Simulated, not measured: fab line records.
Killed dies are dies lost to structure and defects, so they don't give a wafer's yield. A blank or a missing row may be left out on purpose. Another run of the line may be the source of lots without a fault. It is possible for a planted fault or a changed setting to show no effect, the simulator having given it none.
Matching of chambers + flow n5 finfet + N5_BEOL_M2_PRE_CLEAN_60 on cvd co-01 has 3 sister chambers
The step time 15 s. 5 wafers are shown with their chamber, then 10 later ones without.

== WAFERS WITH THEIR CHAMBER ==
| wafer  | chamber | heater power w (W) |
|--------|---------|--------------------|
| L086.4 | 0       | 101                |
| L090.4 | 2       | 128                |
| L090.6 | 1       | 87                 |
| L091.4 | 1       | 87                 |
| L091.5 | 2       | 129                |

== WAFERS WITHOUT THEIR CHAMBER ==
| wafer  | heater power w (W) |
|--------|--------------------|
| L091.6 | 105                |
| L095.1 | 130                |
| L095.3 | 88                 |
| L095.6 | 86                 |
| L096.1 | 85                 |
| L096.5 | 130                |
| L096.6 | 89                 |
| L097.1 | 86                 |
| L097.2 | 129                |
| L097.6 | 129                |

== EACH ONE'S CHAMBER ==
| wafer  | from the rows above | in truth |
|--------|---------------------|----------|
| L091.6 | 0                   | 0        |
| L095.1 | 2                   | 2        |
| L095.3 | 1                   | 1        |
| L095.6 | 1                   | 1        |
| L096.1 | 1                   | 1        |
| L096.5 | 2                   | 2        |
| L096.6 | 1                   | 1        |
| L097.1 | 1                   | 1        |
| L097.2 | 2                   | 2        |
| L097.6 | 2                   | 2        |
Correct placement for 10 of the 10. Not placeable from these rows: 0. Placed wrongly: 0.
How it was worked out, from the rows above alone: a wafer's distance from a chamber is the root of the sum, over the readings, of the square of ((its reading less the chamber's mean) divided by the reading's scatter). The wafer belongs to the nearest chamber; if the next one is less than 2 further off, it can't be placed. Each chamber's mean is taken over the wafers shown for it. The scatter is the square root of a quotient: the sum, over the shown wafers, of each reading's squared deviation from its chamber's mean, divided by wafers minus chambers.
